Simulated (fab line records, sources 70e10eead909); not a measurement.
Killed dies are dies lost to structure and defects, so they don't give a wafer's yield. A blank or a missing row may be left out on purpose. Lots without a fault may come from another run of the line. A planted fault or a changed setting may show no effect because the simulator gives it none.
fab line records | flow nand_harc
record lots=24 wafers=72 last_day=33
route steps=1302 shown A_DECK1_JOINT@530 A_CHANNEL_HOLE_D2@571 A_CHANNEL_FILL_D2@612
lots that met no fault: from a run of the same line without faults
start_h: hours from the record's first day to the start of the lot's first wafer shown | wait_h: hours since the lot's step before | " the same as in the row above | L1.1+2: a row that stands for several wafers | - no value, or no start given | * or withheld: withheld | < > ~ a bound
route shown NAME@n: a module of which the file shows steps, and the number in the route of the first | usual: mean/standard deviation of fault-free wafers | same: alike in all rows | chamber/n: place in a boat | sites: the reading at each site | _std_site: their standard deviation | _edge_site: outer sites' mean less inner sites' | radius_mm: how far each site lies from the wafer's centre | mask NAME#n: copy n | behind: the tool/chamber that last shaped the wafer | hold: why the lot was held/for how many hours/how that ended | device: the transistor (n, p or np) that didn't switch | end of line: the same wafers' tests at the end of the route | a step without rows: its recipe alone | killed: dies lost to structure and defects at the first sort, not the wafer's yield | map: a wafer's dies, x killed, . not, _ none there
set.NAME: the setting as run; set.NAME@STEP: as run at that earlier step | model.NAME: the simulator's own value behind a step, which no gauge read
steps of the route over a sample of lots; a table a step, a row a wafer
services: from which hour (start_h, from the record's first day; less than 0 if before it) a tool's chamber was out of use, for how many hours, and why
## steps
# step NHARC_A_DECK1_JOINT_ETCHBACK_00
# recipe target_depth_a=300 time_s=17.4 hbr_flow_sccm=150 rf_w=350 icp_w=350 bias_w=60 chemistry=HBr
# usual drypump_motor_current_A=5.8/0.4 oes_product_au=0.997/0.0074 throttle_valve_pct=23.265/0.0098
# columns lot.wafer tool chamber start_h wait_h drypump_motor_current_A oes_product_au rf_hours_counter_h throttle_valve_pct
L074.1 rie_si-06 2 258.43 0.1 5.3 0.995 0 23.275
L074.2 " 0 " " 5.8 0.989 0 23.255
L074.5 " 3 " " 6.3 1.001 - 23.250
L075.1 rie_si-05 1 260.89 0.1 6.3 1.005 0.8 23.271
L075.2 " 3 " " 5.9 0.998 0.9 23.257
L075.3 " 0 " " 6.1 0.992 1.0 23.257
L077.2 rie_si-05 1 266.64 0.1 6.3 0.995 0.9 23.269
L077.6 " 1 " " 6.3 0.993 - 23.253
L077.5 " 2 " " 5.1 0.999 - 23.261
L076.4 rie_si-06 3 266.65 0.1 6.3 0.986 0.0 23.270
L076.1 " 1 " " 5.4 0.994 0.0 23.262
L076.5 " 3 " " 6.3 0.991 - 23.264
L078.1 rie_si-06 2 285.71 0.1 5.3 0.988 0.1 23.259
L078.3 " 3 " " 6.3 0.996 0.2 23.273
L078.5 " 3 " " 6.3 0.985 - 23.275
L079.2 rie_si-05 1 292.51 0.1 6.3 0.995 1.1 23.256
L079.4 " 3 " " 5.8 0.996 1.0 23.275
L079.5 " 0 " " 6.1 0.993 - 23.240
L080.2 rie_si-01 2 306.31 0.1 5.3 0.996 0.5 23.265
L080.4 " 0 " " 5.8 1.001 0.8 23.263
L080.5 " 3 " " 5.5 1.004 - 23.284
L081.3 rie_si-05 2 324.79 0.1 5.1 1.008 0.0 23.266
L081.2 " 3 " " 5.8 0.997 0.1 23.264
L081.6 " 1 " " 6.3 1.007 - 23.289
L082.2 rie_si-01 0 343.46 0.1 5.8 1.003 1.0 23.249
L082.4 " 1 " " 5.9 0.993 0.8 23.257
L082.3 " 2 " " 5.3 1.003 0.7 23.256
L084.3 rie_si-05 0 343.47 0.1 6.1 1.004 0.2 23.269
L084.4 " 1 " " 6.3 1.013 0.1 23.253
L084.5 " 3 " " 5.8 0.993 - 23.254
L083.2 rie_si-05 1 347.67 0.1 6.3 1.006 0.2 23.262
L083.4 " 0 " " 6.1 1.012 - 23.264
L083.6 " 1 " " 6.3 1.009 - 23.270
L085.1 rie_si-01 3 357.66 0.1 5.5 0.999 0.8 23.263
L085.6 " 2 " " 5.3 0.986 - 23.262
L085.5 " 3 " " 5.5 1.002 - 23.254
L086.1 rie_si-06 2 363.05 0.1 5.3 1.003 0.7 23.271
L086.4 " 3 " " 6.3 0.988 0.7 23.260
L086.5 " 0 " " 5.9 0.994 - 23.281
L087.1 rie_si-06 2 384.40 0.1 5.3 0.991 0.8 23.267
L087.4 " 0 " " 5.8 0.985 0.7 23.260
L087.6 " 2 " " 5.3 0.981 - 23.242
L088.2 rie_si-06 2 389.79 0.1 5.3 0.995 0.9 23.276
L088.4 " 3 " " 6.3 0.992 1.0 23.266
L088.1 " 1 " " 5.3 0.994 0.7 23.262
L089.1 rie_si-05 3 389.80 0.1 5.8 0.995 0.6 23.268
L089.4 " 1 " " 6.3 0.999 0.6 23.261
L089.6 " 3 " " 5.8 0.995 - 23.273
L090.1 rie_si-01 2 407.82 0.1 5.3 0.999 0.2 23.260
L090.5 " 3 " " 5.5 1.013 - 23.269
L090.4 " 1 " " 5.9 1.008 - 23.272
L091.4 rie_si-01 2 422.31 0.1 5.4 0.988 0.3 23.281
L091.1 " 3 " " 5.5 1.001 0.2 23.246
L091.6 " 3 " " 5.5 1.002 - 23.279
L093.1 rie_si-01 1 431.69 0.1 5.9 1.009 0.3 23.251
L093.5 " 2 " " 5.3 0.991 - 23.255
L093.6 " 3 " " 5.5 1.012 - 23.260
L092.4 rie_si-05 1 431.71 0.1 6.3 0.998 0.9 23.285
L092.5 " 2 " " 5.1 0.999 - 23.266
L092.6 " 3 " " 5.8 0.994 - 23.258
L094.1 rie_si-06 1 450.91 0.1 5.4 0.990 0.1 23.267
L094.4 " 2 " " 5.3 0.987 0.1 23.266
L094.5 " 0 " " 5.9 0.984 - 23.268
L095.2 rie_si-05 0 473.33 0.1 6.1 1.005 1.1 23.267
L095.1 " 2 " " 5.1 0.989 1.1 23.262
L095.4 " 3 " " 5.8 0.981 1.0 23.274
L097.2 rie_si-06 1 473.38 0.1 5.4 0.993 0.2 23.287
L097.5 " 2 " " 5.3 1.001 - 23.266
L097.6 " 3 " " 6.3 0.996 - 23.255
L096.4 rie_si-05 1 477.17 0.1 6.3 0.998 1.3 23.271
L096.2 " 2 " " 5.1 0.985 1.1 23.273
L096.6 " 0 " " 6.0 1.012 - 23.261
# step NHARC_A_CHANNEL_HOLE_D2_DEP_01
# recipe target_thk_a=1400 target_thk_nm=140 temp_c=400 pressure_torr=3.5 flow_sccm=200 rf_w=350 material=SiON
# usual heater_power_w=780/70
# columns lot.wafer tool chamber start_h wait_h heater_power_w
L074.1 pecvd-03 1 297.47 1.6 837
L074.2 " 2 " " 869
L074.5 " 0 " " 714
L075.2 pecvd-04 1 297.57 1.3 743
L075.3 " 2 " " 874
L075.1 " 0 " " 724
L077.2 pecvd-01 0 306.16 1.3 731
L077.6 " 1 " " 854
L077.5 " 2 " " 704
L076.1 pecvd-03 2 308.05 1.6 805
L076.4 " 2 " " 802
L076.5 " 0 " " 781
L078.1 pecvd-03 2 326.77 1.6 732
L078.3 " 0 " " 704
L078.5 " 2 " " 763
L079.2 pecvd-04 1 333.27 1.4 738
L079.4 " 2 " " 863
L079.5 " 1 " " 734
L080.2 pecvd-01 0 344.71 1.3 671
L080.4 " 1 " " 809
L080.5 " 2 " " 786
L081.3 pecvd-04 0 365.08 1.0 760
L081.2 " 2 " " 870
L081.6 " 0 " " 608
L082.2 pecvd-03 1 384.71 1.3 831
L082.3 " 2 " " 783
L082.4 " 2 " " 800
L084.3 pecvd-01 0 386.37 1.0 656
L084.4 " 0 " " 648
L084.5 " 1 " " 790
L083.2 pecvd-03 0 395.79 1.3 800
L083.4 " 0 " " 794
L083.6 " 2 " " 846
L085.1 pecvd-03 2 399.56 1.6 740
L085.6 " 0 " " 814
L085.5 " 1 " " 784
L086.1 pecvd-01 1 407.54 1.6 845
L086.4 " 1 " " 824
L086.5 " 1 " " 838
L087.1 pecvd-04 2 424.29 1.6 799
L087.4 " 2 " " 819
L087.6 " 0 " " 680
L088.2 pecvd-01 2 426.96 1.3 785
L088.1 " 0 " " 657
L088.4 " 0 " " 660
L089.1 pecvd-01 2 427.32 1.6 796
L089.6 " 2 " " 786
L089.4 " 0 " " 685
L090.1 pecvd-04 1 449.73 1.6 716
L090.5 " 0 " " 633
L090.4 " 1 " " 730
L091.1 pecvd-01 0 461.37 1.6 706
L091.4 " 1 " " 837
L091.6 " 2 " " 680
L093.1 pecvd-04 2 475.06 1.6 920
L093.6 " 2 " " 901
L093.5 " 0 " " 775
L092.4 pecvd-03 0 475.12 0.7 882
L092.5 " 1 " " 915
L092.6 " 2 " " 819
L094.1 pecvd-04 2 488.71 1.7 804
L094.4 " 1 " " 817
L094.5 " 2 " " 848
L095.1 pecvd-03 0 510.67 1.6 801
L095.2 " 2 " " 844
L095.4 " 0 " " 790
L097.2 pecvd-04 2 510.76 1.4 881
L097.5 " 2 " " 889
L097.6 " 0 " " 664
L096.2 pecvd-01 1 523.77 1.3 804
L096.6 " 1 " " 823
L096.4 " 2 " " 845
# step NHARC_A_CHANNEL_HOLE_D2_ETCH_19
# recipe bias_v=1200 source_w=2500 pressure_mtorr=15 time_s=34.5 ar_flow_sccm=375 c4f8_flow_sccm=28.8 o2_flow_sccm=96.2 temp_c=-20 target_depth_a=* chemistry=C4F8/O2/Ar
# usual c4f8_flow_sccm=28.80/0.087 drypump_motor_current_A=5.74/0.13 showerhead_plenum_p_Torr=3.72/0.033 throttle_valve_pct=37.037/0.0093
# columns lot.wafer tool chamber start_h wait_h c4f8_flow_sccm drypump_motor_current_A rf_hours_counter_h showerhead_plenum_p_Torr throttle_valve_pct
L074.1 har_etch-01 0 299.55 0.1 28.78 5.85 150 3.74 37.032
L074.2 " 1 " " 28.97 5.87 150 3.74 37.020
L074.5 " 0 " " 28.87 5.83 - 3.74 37.046
L075.1 har_etch-02 0 302.03 2.0 28.86 5.63 366 3.77 37.036
L075.2 " 0 " " 28.73 5.62 - 3.77 37.047
L075.3 " 0 " " 28.82 5.63 - 3.77 37.034
L077.2 har_etch-01 0 308.16 0.1 28.77 5.82 158 3.74 37.051
L077.6 " 1 " " 28.74 5.90 - 3.74 37.058
L077.5 " 0 " " 28.95 5.85 - 3.74 37.029
L076.1 har_etch-02 0 310.53 0.1 28.79 5.61 374 3.77 37.042
L076.4 " 0 " " 28.70 5.63 - 3.77 37.031
L076.5 " 0 " " 28.67 5.63 - 3.77 37.042
L078.1 har_etch-02 1 329.40 0.6 28.80 5.52 366 3.77 37.033
L078.3 " 1 " " 28.80 5.52 - 3.77 37.037
L078.5 " 1 " " 28.81 5.50 - 3.77 37.042
L079.2 har_etch-01 0 338.69 3.3 28.68 5.83 180 3.73 37.043
L079.4 " 0 " " 28.90 5.84 - 3.73 37.044
L079.5 " 0 " " 28.72 5.84 - 3.73 37.032
L080.2 har_etch-02 0 346.63 0.1 28.76 5.63 389 3.76 37.057
L080.4 " 1 " " 28.94 5.52 - 3.76 37.042
L080.5 " 0 " " 28.62 5.61 - 3.76 37.022
L081.2 har_etch-02 0 371.08 4.0 28.81 5.65 404 3.75 37.034
L081.3 " 0 " " 28.77 5.64 - 3.75 37.033
L081.6 " 0 " " 28.73 5.64 - 3.75 37.047
L082.2 har_etch-01 0 389.10 2.3 28.78 5.83 207 3.71 37.024
L082.4 " 0 " " 28.78 5.81 - 3.71 37.038
L082.3 " 1 " " 28.86 5.84 - 3.71 37.038
L084.4 har_etch-01 0 393.34 4.9 28.65 5.85 - 3.71 37.047
L084.3 " 1 " " 28.84 5.84 - 3.71 37.032
L084.5 " 0 " " 28.77 5.85 - 3.71 37.035
L083.2 har_etch-02 1 398.79 0.9 28.88 5.52 4 3.75 37.040
L083.4 " 1 " " 28.81 5.54 - 3.75 37.029
L083.6 " 0 " " 28.67 5.64 - 3.75 37.035
L085.1 har_etch-01 1 401.52 0.1 28.64 5.84 218 3.70 37.037
L085.6 " 1 " " 28.80 5.86 - 3.70 37.042
L085.5 " 0 " " 28.79 5.80 - 3.70 37.032
L086.1 har_etch-01 0 409.62 0.1 28.78 5.82 222 3.70 37.030
L086.4 " 0 " " 28.74 5.81 - 3.70 37.024
L086.5 " 0 " " 28.76 5.81 - 3.70 37.048
L087.1 har_etch-01 1 426.64 0.3 28.81 5.85 234 3.70 37.041
L087.4 " 0 " " 28.96 5.79 - 3.70 37.046
L087.6 " 1 " " 28.82 5.88 - 3.70 37.034
L088.1 har_etch-01 0 430.79 2.0 28.93 5.82 237 3.69 37.037
L088.2 " 1 " " 28.83 5.82 237 3.69 37.035
L088.4 " 1 " " 28.73 5.82 - 3.69 37.030
L089.1 har_etch-02 0 434.52 5.2 28.91 5.63 27 3.73 37.038
L089.4 " 1 " " 28.80 5.50 - 3.74 37.027
L089.6 " 0 " " 28.84 5.63 - 3.73 37.019
L090.1 har_etch-01 0 453.30 1.6 28.82 5.84 249 3.69 37.026
L090.4 " 0 " " 28.88 5.83 - 3.69 37.027
L090.5 " 0 " " 28.75 5.83 - 3.69 37.021
L091.1 har_etch-01 1 463.52 0.1 28.74 5.88 253 3.68 37.045
L091.4 " 0 " " 28.92 5.86 - 3.68 37.034
L091.6 " 1 " " 28.83 5.85 - 3.68 37.047
L093.1 har_etch-01 0 477.01 0.1 28.92 5.83 264 3.68 37.035
L093.6 " 1 " " 28.79 5.82 - 3.68 37.041
L093.5 " 0 " " 28.87 5.85 - 3.68 37.034
L092.4 har_etch-02 0 479.52 2.4 28.77 5.62 - 3.72 37.028
L092.5 " 1 " " 28.97 5.53 - 3.72 37.044
L092.6 " 0 " " 28.87 5.63 - 3.72 37.032
L094.1 har_etch-01 1 490.64 0.1 28.82 5.86 272 3.67 37.043
L094.4 " 1 " " 28.73 5.85 - 3.67 37.035
L094.5 " 1 " " 28.78 5.87 - 3.67 37.037
L095.2 har_etch-02 0 513.80 1.1 28.80 5.63 68 3.71 37.033
L095.1 " 1 " " 28.86 5.52 68 3.71 37.030
L095.4 " 0 " " 28.79 5.61 - 3.71 37.036
L097.2 har_etch-01 1 514.28 1.4 28.83 5.84 283 3.67 37.054
L097.6 " 0 " " 28.88 5.84 - 3.67 37.029
L097.5 " 1 " " 28.70 5.84 - 3.67 37.055
L096.2 har_etch-01 1 525.73 0.1 28.83 5.85 291 3.66 37.052
L096.4 " 1 " " 28.95 5.84 - 3.66 37.051
L096.6 " 1 " " 28.72 5.85 - 3.66 37.038
# step NHARC_A_CHANNEL_HOLE_D2_ETCH_23
# recipe bias_v=5000 source_w=withheld pressure_mtorr=20 time_s=819 ar_flow_sccm=375 c4f8_flow_sccm=89.3 o2_flow_sccm=35.7 temp_c=-20 target_depth_a=16000 chemistry=C4F8/O2/Ar
# usual c4f8_flow_sccm=89.28/0.27 drypump_motor_current_A=5.74/0.13 showerhead_plenum_p_Torr=3.67/0.032 throttle_valve_pct=32.155/0.0094
# columns lot.wafer tool chamber start_h wait_h c4f8_flow_sccm drypump_motor_current_A rf_hours_counter_h showerhead_plenum_p_Torr throttle_valve_pct
L074.1 har_etch-01 0 300.99 0.5 89.21 5.84 151 3.70 32.160
L074.2 " 1 " " 89.52 5.85 151 3.70 32.143
L074.5 " 0 " " 89.44 5.84 - 3.70 32.164
L075.1 har_etch-02 0 304.90 0.9 89.07 5.64 369 3.73 32.152
L075.2 " 0 " " 89.45 5.63 - 3.73 32.167
L075.3 " 0 " " 88.96 5.63 - 3.73 32.158
L077.2 har_etch-01 0 309.71 0.5 89.69 5.81 159 3.70 32.151
L077.6 " 1 " " 89.14 5.85 - 3.70 32.157
L077.5 " 0 " " 89.39 5.79 - 3.70 32.167
L076.1 har_etch-02 0 313.40 1.0 89.05 5.63 376 3.72 32.151
L076.4 " 0 " " 89.17 5.62 - 3.72 32.136
L076.5 " 0 " " 88.99 5.62 - 3.72 32.160
L078.1 har_etch-02 1 332.24 0.9 89.58 5.51 369 3.73 32.154
L078.3 " 1 " " 89.55 5.49 - 3.73 32.174
L078.5 " 1 " " 89.48 5.51 - 3.73 32.159
L079.2 har_etch-01 0 340.22 0.5 89.32 5.84 181 3.68 32.129
L079.4 " 0 " " 89.10 5.83 - 3.68 32.150
L079.5 " 0 " " 89.37 5.81 - 3.68 32.137
L080.2 har_etch-02 0 348.16 0.5 88.86 5.62 391 3.71 32.152
L080.4 " 1 " " 88.91 5.53 - 3.72 32.147
L080.5 " 0 " " 88.73 5.61 - 3.71 32.169
L081.2 har_etch-02 0 372.60 0.5 89.64 5.62 406 3.71 32.158
L081.3 " 0 " " 89.19 5.62 - 3.71 32.170
L081.6 " 0 " " 89.59 5.62 - 3.71 32.157
L082.2 har_etch-01 0 390.55 0.5 88.96 5.83 208 3.67 32.158
L082.4 " 0 " " 89.07 5.84 - 3.67 32.153
L082.3 " 1 " " 89.24 5.84 - 3.67 32.159
L084.4 har_etch-01 0 394.98 0.5 89.86 5.81 - 3.67 32.164
L084.3 " 1 " " 89.29 5.85 - 3.67 32.148
L084.5 " 0 " " 89.38 5.85 - 3.67 32.148
L083.2 har_etch-02 1 400.23 0.5 89.67 5.50 5 3.71 32.151
L083.4 " 1 " " 89.25 5.53 - 3.71 32.149
L083.6 " 0 " " 89.43 5.63 - 3.70 32.148
L085.1 har_etch-01 1 402.95 0.5 89.45 5.88 220 3.66 32.158
L085.6 " 1 " " 88.98 5.85 - 3.66 32.148
L085.5 " 0 " " 89.14 5.85 - 3.66 32.173
L086.1 har_etch-01 0 411.15 0.5 89.27 5.81 224 3.66 32.169
L086.4 " 0 " " 89.17 5.81 - 3.66 32.168
L086.5 " 0 " " 89.24 5.83 - 3.66 32.164
L087.1 har_etch-01 1 428.07 0.5 89.40 5.89 235 3.65 32.155
L087.4 " 0 " " 89.14 5.83 - 3.65 32.162
L087.6 " 1 " " 89.18 5.86 - 3.65 32.158
L088.1 har_etch-01 0 432.23 0.5 89.42 5.82 239 3.65 32.141
L088.2 " 1 " " 89.32 5.86 239 3.65 32.156
L088.4 " 1 " " 89.52 5.83 - 3.65 32.158
L089.1 har_etch-02 0 435.96 0.5 89.32 5.63 28 3.69 32.170
L089.4 " 1 " " 88.75 5.54 - 3.69 32.151
L089.6 " 0 " " 89.33 5.64 - 3.69 32.157
L090.1 har_etch-01 0 454.75 0.5 89.43 5.82 250 3.65 32.158
L090.4 " 0 " " 89.36 5.83 - 3.65 32.166
L090.5 " 0 " " 89.30 5.83 - 3.65 32.154
L091.1 har_etch-01 1 465.05 0.5 88.98 5.85 254 3.64 32.151
L091.4 " 0 " " 89.51 5.83 - 3.64 32.170
L091.6 " 1 " " 88.95 5.85 - 3.64 32.142
L093.1 har_etch-01 0 478.54 0.5 89.44 5.81 265 3.64 32.158
L093.6 " 1 " " 88.92 5.84 - 3.64 32.157
L093.5 " 0 " " 89.44 5.79 - 3.64 32.145
L092.4 har_etch-02 0 481.24 0.5 89.17 5.61 - 3.68 32.156
L092.5 " 1 " " 89.41 5.51 - 3.68 32.145
L092.6 " 0 " " 89.48 5.62 - 3.67 32.179
L094.1 har_etch-01 1 492.17 0.5 89.54 5.83 273 3.63 32.153
L094.4 " 1 " " 89.02 5.86 - 3.63 32.152
L094.5 " 1 " " 88.83 5.85 - 3.63 32.150
L095.2 har_etch-02 0 515.23 0.5 89.13 5.62 70 3.67 32.157
L095.1 " 1 " " 89.18 5.49 70 3.67 32.161
L095.4 " 0 " " 89.22 5.61 - 3.67 32.155
L097.2 har_etch-01 1 515.81 0.5 89.13 5.86 285 3.63 32.169
L097.6 " 0 " " 89.21 5.81 - 3.63 32.156
L097.5 " 1 " " 89.42 5.85 - 3.63 32.143
L096.2 har_etch-01 1 527.17 0.5 89.46 5.84 293 3.62 32.162
L096.4 " 1 " " 89.36 5.86 - 3.62 32.144
L096.6 " 1 " " 89.76 5.88 - 3.62 32.152
# step NHARC_A_CHANNEL_FILL_D2_ALD_02
# recipe target_thk_a=60 pulse_time_s=10 ald_cycles=60 temp_c=300 material=SiO2
# usual heater_power_w=475/41 precursor_pulse_height_rel=1.000/0.02
# columns lot.wafer tool chamber start_h wait_h heater_power_w precursor_pulse_height_rel
L074.1 ald_hk-04 2 305.46 - 465 1.021
L074.2 " 1 " " 418 1.000
L074.5 " 2 " " 473 0.971
L075.2 ald_hk-03 1 312.18 - 414 0.954
L075.3 " 2 " " 472 0.973
L075.1 " 3 " " 467 1.004
L077.2 ald_hk-02 1 314.20 - 431 0.985
L077.5 " 3 " " 423 1.018
L077.6 " 0 " " 546 1.022
L076.4 ald_hk-03 3 320.60 - 465 1.010
L076.1 " 0 " " 505 0.974
L076.5 " 0 " " 494 0.965
L078.1 ald_hk-04 2 339.64 - 482 1.010
L078.3 " 3 " " 507 0.978
L078.5 " 0 " " 467 1.025
L079.2 ald_hk-03 3 344.55 - 466 1.013
L079.4 " 0 " " 496 0.978
L079.5 " 3 " " 450 1.005
L080.4 ald_hk-03 3 352.53 - 459 1.016
L080.2 " 2 " " 473 0.975
L080.5 " 3 " " 460 0.999
L081.2 ald_hk-02 2 377.14 - 479 1.002
L081.3 " 1 " " 423 1.005
L081.6 " 2 " " 485 1.023
L082.2 ald_hk-02 1 395.28 - 419 1.030
L082.3 " 2 " " 485 0.966
L082.4 " 3 " " 439 1.030
L084.3 ald_hk-02 1 399.67 - 421 1.010
L084.4 " 3 " " 445 0.997
L084.5 " 1 " " 412 0.969
L083.2 ald_hk-02 3 404.77 - 447 1.011
L083.4 " 1 " " 425 0.956
L083.6 " 3 " " 458 1.012
L085.1 ald_hk-02 3 407.67 - 450 0.999
L085.5 " 0 " " 564 0.978
L085.6 " 1 " " 431 1.030
L086.1 ald_hk-04 1 415.57 - 421 0.996
L086.4 " 2 " " 481 0.989
L086.5 " 1 " " 427 1.019
L087.1 ald_hk-02 3 432.63 0.2 449 0.985
L087.4 " 0 " " 565 0.992
L087.6 " 2 " " 493 1.003
L088.2 ald_hk-02 1 438.53 - 416 0.984
L088.4 " 3 " " 446 1.020
L088.1 " 0 " " 564 0.989
L089.1 ald_hk-04 1 442.22 - 425 1.009
L089.4 " 2 " " 494 1.006
L089.6 " 3 " " 524 1.007
L090.1 ald_hk-04 1 459.36 - 419 1.006
L090.4 " 2 " " 477 0.979
L090.5 " 0 " " 508 1.012
L091.4 ald_hk-04 3 469.55 - 514 1.015
L091.1 " 0 " " 512 0.989
L091.6 " 1 " " 408 0.963
L093.1 ald_hk-04 3 483.10 - 517 1.010
L093.5 " 0 " " 500 1.027
L093.6 " 1 " " 427 0.972
L092.4 ald_hk-03 3 485.57 - 485 0.990
L092.6 " 2 " " 480 1.011
L092.5 " 3 " " 494 0.990
L094.4 ald_hk-02 2 496.59 - 507 0.966
L094.1 " 3 " " 451 0.980
L094.5 " 1 " " 427 1.000
L095.4 ald_hk-03 3 519.68 - 507 0.986
L095.2 " 0 " " 499 0.994
L095.1 " 2 " " 479 1.010
L097.2 ald_hk-03 2 523.32 - 488 0.996
L097.5 " 0 " " 497 1.003
L097.6 " 1 " " 416 1.022
L096.4 ald_hk-03 0 531.71 - 501 0.984
L096.2 " 1 " " 425 1.013
L096.6 " 3 " " 493 1.029
# step NHARC_A_CHANNEL_FILL_D2_ALD_15
# recipe target_thk_a=20 pulse_time_s=60 ald_cycles=19 temp_c=630 pressure_torr=2 material=SiNx
# usual precursor_pulse_height_rel=1.000/0.021
# columns lot.wafer tool chamber start_h wait_h precursor_pulse_height_rel
L074.1 ald_sin_batch-03 0 - - 1.016
L074.2 " 0 " " 0.970
L074.5 " 0 " " 0.997
L075.1 ald_sin_batch-01 0 - - 1.043
L075.2 " 0 " " 1.002
L075.3 " 0 " " 1.012
L077.2 ald_sin_batch-01 0 - - 0.996
L077.5 " 0 " " 0.997
L077.6 " 0 " " 1.063
L076.1 ald_sin_batch-03 0 - - 1.002
L076.4 " 0 " " 0.988
L076.5 " 0 " " 0.979
L078.1 ald_sin_batch-02 0 - - 1.014
L078.3 " 0 " " 1.019
L078.5 " 0 " " 1.033
L079.2 ald_sin_batch-02 0 - - 0.998
L079.4 " 0 " " 0.990
L079.5 " 0 " " 0.992
L080.2 ald_sin_batch-02 0 - - 1.001
L080.4 " 0 " " 1.000
L080.5 " 0 " " 1.050
L081.2 ald_sin_batch-03 0 - - 1.007
L081.3 " 0 " " 0.963
L081.6 " 0 " " 1.001
L082.2 ald_sin_batch-03 0 - - 1.006
L082.3 " 0 " " 0.980
L082.4 " 0 " " 0.971
L084.3 ald_sin_batch-02 0 - - 1.016
L084.4 " 0 " " 0.980
L084.5 " 0 " " 0.995
L083.2 ald_sin_batch-01 0 - - 1.059
L083.4 " 0 " " 0.982
L083.6 " 0 " " 0.972
L085.1 ald_sin_batch-01 0 - - 0.986
L085.5 " 0 " " 0.977
L085.6 " 0 " " 0.998
L086.1 ald_sin_batch-02 0 - - 0.987
L086.4 " 0 " " 1.009
L086.5 " 0 " " 1.008
L087.1 ald_sin_batch-03 0 - - 0.999
L087.4 " 0 " " 1.022
L087.6 " 0 " " 0.971
L088.1 ald_sin_batch-01 0 - - 1.015
L088.2 " 0 " " 0.982
L088.4 " 0 " " 0.998
L089.1 ald_sin_batch-02 0 - - 1.009
L089.4 " 0 " " 0.986
L089.6 " 0 " " 1.019
L090.1 ald_sin_batch-03 0 - - 0.997
L090.4 " 0 " " 1.003
L090.5 " 0 " " 0.981
L091.1 ald_sin_batch-03 0 - - 0.994
L091.4 " 0 " " 0.967
L091.6 " 0 " " 1.014
L092.4 ald_sin_batch-02 0 - - 1.015
L092.5 " 0 " " 1.004
L092.6 " 0 " " 0.995
L093.1 ald_sin_batch-02 0 - - 1.006
L093.5 " 0 " " 1.009
L093.6 " 0 " " 1.014
L094.1 ald_sin_batch-02 0 - - 1.034
L094.4 " 0 " " 0.984
L094.5 " 0 " " 1.006
L095.1 ald_sin_batch-03 0 - - 0.981
L095.2 " 0 " " 1.007
L095.4 " 0 " " 0.989
L097.2 ald_sin_batch-01 0 - - 1.019
L097.5 " 0 " " 0.963
L097.6 " 0 " " 0.982
L096.2 ald_sin_batch-01 0 - - 0.971
L096.4 " 0 " " 0.993
L096.6 " 0 " " 1.016
## services
# columns tool chamber start_h hours kind
rie_si-06 - 249.00 9.0 pm
ald_sin_batch-02 - 266.00 26.0 pm
pecvd-04 - 269.06 13.0 pm
rie_si-06 0 290.15 7.0 repair
pecvd-01 - 299.92 0.8 repair
rie_si-05 - 305.01 9.0 pm
pecvd-04 0 306.16 4.7 repair
pecvd-01 - 311.68 13.0 pm
pecvd-04 - 323.02 1.2 repair
rie_si-05 3 330.16 1.7 repair
pecvd-04 - 334.83 0.5 repair
pecvd-04 - 344.25 0.9 repair
rie_si-05 2 346.19 13.7 repair
rie_si-06 1 363.45 5.9 repair
pecvd-03 - 366.16 13.0 pm
har_etch-02 - 378.07 17.0 pm
pecvd-04 1 381.27 7.6 repair
ald_hk-03 - 390.00 10.0 pm
pecvd-01 0 403.66 14.5 repair
rie_si-06 - 426.00 9.0 pm
pecvd-04 - 450.06 13.0 pm
rie_si-05 - 482.01 9.0 pm
rie_si-06 - 491.81 0.8 repair
ald_hk-02 - 529.75 10.0 pm
## key
fault none
